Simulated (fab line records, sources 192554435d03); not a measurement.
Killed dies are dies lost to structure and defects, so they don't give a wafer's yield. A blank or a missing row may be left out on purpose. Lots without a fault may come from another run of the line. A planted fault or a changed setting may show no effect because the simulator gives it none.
fab line records | flow n5_finfet | part 2 of 2: steps 5 to 6 of 6
record lots=23 wafers=69 last_day=18
route steps=1938 shown DUMMY_GATE@214 SPACER0@258 SD_EPI_N@273
lots that met no fault: from a run of the same line without faults
start_h: hours from the record's first day to the start of the lot's first wafer shown | wait_h: hours since the lot's step before | " the same as in the row above | L1.1+2: a row that stands for several wafers | - no value, or no start given | * or withheld: withheld | < > ~ a bound
route shown NAME@n: a module of which the file shows steps, and the number in the route of the first | usual: mean/standard deviation of fault-free wafers | same: alike in all rows | chamber/n: place in a boat | sites: the reading at each site | _std_site: their standard deviation | _edge_site: outer sites' mean less inner sites' | radius_mm: how far each site lies from the wafer's centre | mask NAME#n: copy n | behind: the tool/chamber that last shaped the wafer | hold: why the lot was held/for how many hours/how that ended | device: the transistor (n, p or np) that didn't switch | end of line: the same wafers' tests at the end of the route | a step without rows: its recipe alone | killed: dies lost to structure and defects at the first sort, not the wafer's yield | map: a wafer's dies, x killed, . not, _ none there
set.NAME: the setting as run; set.NAME@STEP: as run at that earlier step | model.NAME: the simulator's own value behind a step, which no gauge read
steps of the route over a sample of lots; a table a step, a row a wafer
services: from which hour (start_h, from the record's first day; less than 0 if before it) a tool's chamber was out of use, for how many hours, and why
## steps
# step N5_SPACER0_ALD_07
# recipe material=SiNx target_thk_a=20 temp_c=400 ald_precursor_family=SiH2I2 ald_co_reactant=N2/H2-plasma pressure_torr=2
# usual chamber_pressure_Torr=2.000/0.0046 heater_power_w=842/110
# columns lot.wafer tool chamber start_h wait_h chamber_pressure_Torr heater_power_w
L075.3 ald_sin-02 1 53.59 0.0 2.000 653
L075.4 " 2 " " 2.002 856
L075.6 " 2 " " 1.999 862
L076.1 ald_sin-01 0 60.49 0.0 1.997 852
L076.3 " 1 " " 2.006 766
L076.5 " 3 " " 2.003 969
L077.1 ald_sin-02 3 66.46 0.1 2.000 909
L077.2 " 0 " " 1.996 833
L077.3 " 1 " " 2.003 661
L078.1 ald_sin-01 3 74.08 0.0 1.999 966
L078.5 " 3 " " 2.000 953
L078.6 " 0 " " 2.001 849
L079.3 ald_sin-01 3 77.33 0.2 1.993 946
L079.5 " 0 " " 1.993 836
L079.6 " 3 " " 1.994 937
L080.3 ald_sin-01 3 83.06 0.0 2.007 949
L080.4 " 0 " " 1.998 834
L080.6 " 2 " " 2.002 1012
L081.3 ald_sin-01 1 88.81 0.0 2.001 757
L081.4 " 3 " " 1.997 974
L081.5 " 0 " " 1.993 835
L082.2 ald_sin-03 2 95.26 0.5 1.990 555
L082.3 " 1 " " 1.994 774
L082.6 " 2 " " 1.985 551
L083.2 ald_sin-01 2 101.61 0.6 2.010 953
L083.5 " 3 " " 1.998 934
L083.6 " 0 " " 2.007 829
L084.1 ald_sin-02 3 109.31 0.7 2.000 853
L084.3 " 1 " " 1.998 685
L084.5 " 0 " " 2.002 899
L085.1 ald_sin-02 1 119.41 0.0 2.003 682
L085.3 " 2 " " 2.003 839
L085.4 " 0 " " 1.992 897
L086.2 ald_sin-01 0 129.86 0.0 2.003 823
L086.4 " 3 " " 1.999 959
L086.5 " 3 " " 2.007 956
L087.1 ald_sin-01 1 132.97 0.1 1.992 768
L087.4 " 2 " " 2.000 983
L087.5 " 0 " " 1.993 838
L088.2 ald_sin-02 0 136.60 0.0 2.004 918
L088.5 " 1 " " 1.993 693
L088.6 " 2 " " 2.003 838
L089.1 ald_sin-01 2 140.64 0.0 2.002 992
L089.4 " 0 " " 1.996 824
L089.6 " 0 " " 2.000 838
L090.2 ald_sin-01 3 151.54 0.0 2.007 945
L090.4 " 2 " " 1.996 971
L090.5 " 3 " " 1.997 964
L091.2 ald_sin-02 2 155.22 0.0 2.003 842
L091.5 " 0 " " 2.001 893
L091.6 " 3 " " 1.998 841
L092.4 ald_sin-01 3 156.01 0.1 1.990 941
L092.5 " 1 " " 1.994 776
L092.6 " 2 " " 1.997 994
L093.1 ald_sin-01 3 163.50 0.2 2.000 973
L093.2 " 2 " " 2.006 976
L093.6 " 2 " " 1.999 991
L094.1 ald_sin-03 0 167.02 0.0 1.998 829
L094.4 " 3 " " 1.991 739
L094.5 " 1 " " 2.002 768
L095.1 ald_sin-03 1 174.30 0.0 2.000 773
L095.3 " 2 " " 2.006 543
L095.4 " 3 " " 2.008 737
L096.3 ald_sin-02 2 178.66 0.0 2.002 847
L096.4 " 3 " " 2.010 859
L096.6 " 3 " " 2.004 898
L097.2 ald_sin-03 0 192.22 0.0 2.002 837
L097.3 " 2 " " 1.996 557
L097.5 " 1 " " 1.997 794
# step N5_SD_EPI_N_DESCUM_14
# recipe chemistry=O2 time_s=7.9 source_power_w=50 bias_power_w=20 pressure_mtorr=20 rf_frequency_hz=2.712e+07 temp_c=40 resist=CAR-ArF-block o2_flow_sccm=225
# usual drypump_motor_current_A=5.6/0.51 o2_flow_sccm=225.0/0.72 oes_product_au=0.80/0.091 rf_vpp_V=243.3/1.4 showerhead_plenum_p_Torr=2.11/0.075 temp_c=40.01/0.11 throttle_valve_pct=20.3/0.33
# same time_s=7.9
# columns lot.wafer tool chamber start_h wait_h drypump_motor_current_A o2_flow_sccm oes_product_au rf_hours_counter_h rf_vpp_V showerhead_plenum_p_Torr temp_c throttle_valve_pct
L075.3 rie_diel-02 0 54.65 0.0 5.7 224.4 0.91 28 242.6 2.05 39.89 20.0
L075.4 " 3 " " 5.8 225.5 0.86 - 244.3 2.11 39.97 20.1
L075.6 " 0 " " 5.7 224.7 0.91 - 243.1 2.05 39.87 20.0
L076.1 rie_diel-05 2 61.42 0.0 5.6 224.2 0.84 64 243.8 2.12 39.98 20.2
L076.3 " 0 " " 5.2 223.4 0.86 58 241.9 2.04 39.84 20.1
L076.5 " 1 " " 4.9 225.3 0.70 - 241.5 2.07 40.02 20.1
L077.1 rie_diel-05 1 67.39 0.0 4.8 224.2 0.70 228 243.9 2.07 40.17 20.1
L077.2 " 3 " " 5.4 225.1 0.72 202 243.3 2.09 39.97 20.4
L077.3 " 2 " " 5.6 224.1 0.85 66 244.0 2.12 40.06 20.3
L078.1 rie_diel-02 3 75.15 0.2 5.8 224.9 0.85 74 245.4 2.11 40.05 20.1
L078.5 " 1 " " 6.0 224.6 0.74 - 243.8 2.17 39.81 20.5
L078.6 " 3 " " 5.8 224.9 0.85 - 243.0 2.11 39.98 20.1
L079.3 rie_diel-02 1 78.39 0.0 6.0 223.9 0.74 181 245.1 2.17 39.90 20.5
L079.5 " 3 " " 5.8 223.8 0.84 - 242.9 2.11 39.73 20.1
L079.6 " 0 " " 5.7 225.2 0.88 - 242.6 2.05 40.04 20.0
L080.3 rie_diel-06 3 84.11 0.0 6.6 224.4 0.74 182 245.2 2.20 40.12 20.8
L080.4 " 1 " " 5.1 226.4 0.69 - 242.3 2.07 39.99 20.3
L080.6 " 2 " " 6.4 224.7 0.72 - 241.4 2.00 39.98 21.1
L081.3 rie_diel-05 1 89.74 0.0 4.8 224.0 0.69 237 242.5 2.07 40.08 20.1
L081.4 " 0 " " 5.2 225.0 0.85 69 242.2 2.04 39.84 20.1
L081.5 " 3 " " 5.4 225.6 0.71 - 243.4 2.08 39.88 20.4
L082.2 rie_diel-02 0 96.19 0.0 5.7 225.0 0.89 40 241.8 2.05 40.17 20.0
L082.3 " 1 " " 6.0 226.0 0.73 186 244.4 2.17 40.01 20.5
L082.6 " 1 " " 6.1 225.3 0.73 - 244.8 2.17 39.87 20.5
L083.2 rie_diel-02 2 102.66 0.0 5.3 225.4 0.93 15 245.3 2.26 40.03 20.0
L083.5 " 1 " " 6.0 224.2 0.73 - 244.4 2.17 39.87 20.5
L083.6 " 2 " " 5.4 224.8 0.94 - 245.0 2.26 39.96 20.0
L084.1 rie_diel-06 2 110.61 0.3 6.5 225.5 0.72 214 242.1 2.00 40.06 21.1
L084.3 " 1 " " 5.1 225.9 0.68 229 242.3 2.06 40.13 20.4
L084.5 " 0 " " 5.0 225.5 0.94 - 245.7 2.23 39.85 20.0
L085.1 rie_diel-06 2 120.47 0.0 6.4 225.7 0.71 218 240.4 2.00 39.84 21.1
L085.3 " 3 " " 6.6 225.2 0.71 196 245.1 2.19 39.85 20.8
L085.4 " 0 " " 5.0 225.0 0.91 33 244.4 2.23 40.01 20.0
L086.2 rie_diel-02 3 130.79 0.0 5.8 224.1 0.82 94 245.5 2.10 40.15 20.1
L086.4 " 2 " " 5.3 225.0 0.91 24 245.9 2.25 39.91 20.1
L086.5 " 2 " " 5.3 225.3 0.91 - 246.3 2.25 39.87 20.1
L087.1 rie_diel-06 1 134.03 0.0 5.1 224.6 0.67 237 243.1 2.06 39.79 20.4
L087.4 " 2 " " 6.4 224.5 0.70 222 240.4 2.00 40.17 21.1
L087.5 " 2 " " 6.4 224.1 0.70 - 243.3 2.00 40.14 21.1
L088.2 rie_diel-06 2 137.53 0.0 6.4 224.8 0.71 223 240.9 2.00 39.82 21.1
L088.5 " 0 " " 5.0 225.7 0.92 - 244.5 2.23 40.03 20.1
L088.6 " 1 " " 5.1 225.5 0.67 - 243.6 2.06 40.01 20.4
L089.1 rie_diel-06 1 142.09 0.6 5.1 224.6 0.66 241 243.1 2.06 40.05 20.4
L089.4 " 3 " " 6.6 225.0 0.70 204 242.9 2.19 40.03 20.8
L089.6 " 2 " " 6.5 223.9 0.71 - 242.2 2.00 40.10 21.1
L090.2 rie_diel-05 3 152.68 0.1 5.4 223.6 0.69 233 243.0 2.08 40.09 20.5
L090.4 " 1 " " 4.9 225.7 0.96 3 242.3 2.06 40.04 19.8
L090.5 " 1 " " 4.9 225.5 0.96 - 242.2 2.06 39.99 19.8
L091.2 rie_diel-05 2 156.29 0.1 5.6 224.7 0.80 99 243.6 2.11 39.94 20.3
L091.5 " 2 " " 5.6 225.9 0.80 - 241.8 2.11 39.98 20.3
L091.6 " 3 " " 5.4 225.5 0.69 - 243.5 2.08 40.22 20.5
L092.4 rie_diel-05 3 157.02 0.1 5.4 224.6 0.69 234 241.9 2.08 40.19 20.4
L092.5 " 0 " " 5.2 226.3 0.81 - 240.2 2.03 39.79 20.1
L092.6 " 1 " " 4.8 224.4 0.95 - 242.3 2.06 40.10 19.8
L093.1 rie_diel-02 0 164.82 0.0 5.7 224.9 0.85 62 241.5 2.04 39.96 20.1
L093.2 " 2 " " 5.4 224.7 0.88 35 243.2 2.25 39.96 20.1
L093.6 " 1 " " 6.0 224.9 0.72 - 243.9 2.16 40.05 20.5
L094.1 rie_diel-05 3 168.08 0.0 5.4 224.8 0.69 238 242.4 2.07 40.11 20.5
L094.4 " 0 " " 5.3 225.9 0.80 96 242.8 2.03 40.08 20.1
L094.5 " 0 " " 5.3 225.8 0.80 - 240.5 2.03 40.09 20.1
L095.1 rie_diel-05 2 175.36 0.0 5.6 226.2 0.79 105 244.8 2.11 40.00 20.3
L095.3 " 0 " " 5.3 226.1 0.80 99 242.8 2.02 40.06 20.1
L095.4 " 3 " " 5.4 223.8 0.69 240 242.5 2.07 40.02 20.5
L096.3 rie_diel-05 1 179.59 0.0 4.8 224.7 0.93 13 243.1 2.06 39.92 19.8
L096.4 " 2 " " 5.6 225.8 0.79 107 243.6 2.11 39.91 20.3
L096.6 " 1 " " 4.8 224.1 0.93 - 243.0 2.06 39.95 19.8
L097.2 rie_diel-02 1 193.27 0.0 6.0 225.4 0.71 218 244.3 2.16 40.07 20.5
L097.3 " 0 " " 5.7 224.3 0.84 71 241.6 2.04 39.95 20.1
L097.5 " 2 " " 5.3 225.0 0.87 - 245.5 2.25 39.99 20.1
## services
# columns tool chamber start_h hours kind
rie_diel-05 0 20.51 15.5 repair
ald_sin-03 - 47.75 2.8 pm
ald_sin-04 1 47.91 8.5 repair
rie_diel-05 3 54.01 8.8 repair
ald_sin-03 1 74.73 13.9 repair
rie_diel-06 0 79.05 8.7 repair
rie_diel-02 1 87.10 2.7 repair
ald_sin-02 - 87.48 14.0 pm
rie_diel-04 0 90.90 7.5 repair
ald_sin-02 - 101.48 2.8 pm
rie_diel-02 0 122.41 2.5 repair
ald_sin-04 1 126.36 4.3 repair
rie_diel-04 1 136.39 8.7 repair
rie_diel-02 0 151.41 1.6 repair
ald_sin-01 0 155.73 9.2 repair
ald_sin-01 1 159.89 16.0 repair
rie_diel-06 2 168.37 33.9 repair
ald_sin-01 - 176.75 14.0 pm
ald_sin-01 0 176.75 14.0 vent_cycle
ald_sin-01 1 176.75 14.0 vent_cycle
ald_sin-01 2 176.75 14.0 vent_cycle
ald_sin-01 3 176.75 14.0 vent_cycle
rie_diel-01 1 186.61 6.5 repair
ald_sin-03 3 187.19 13.1 repair
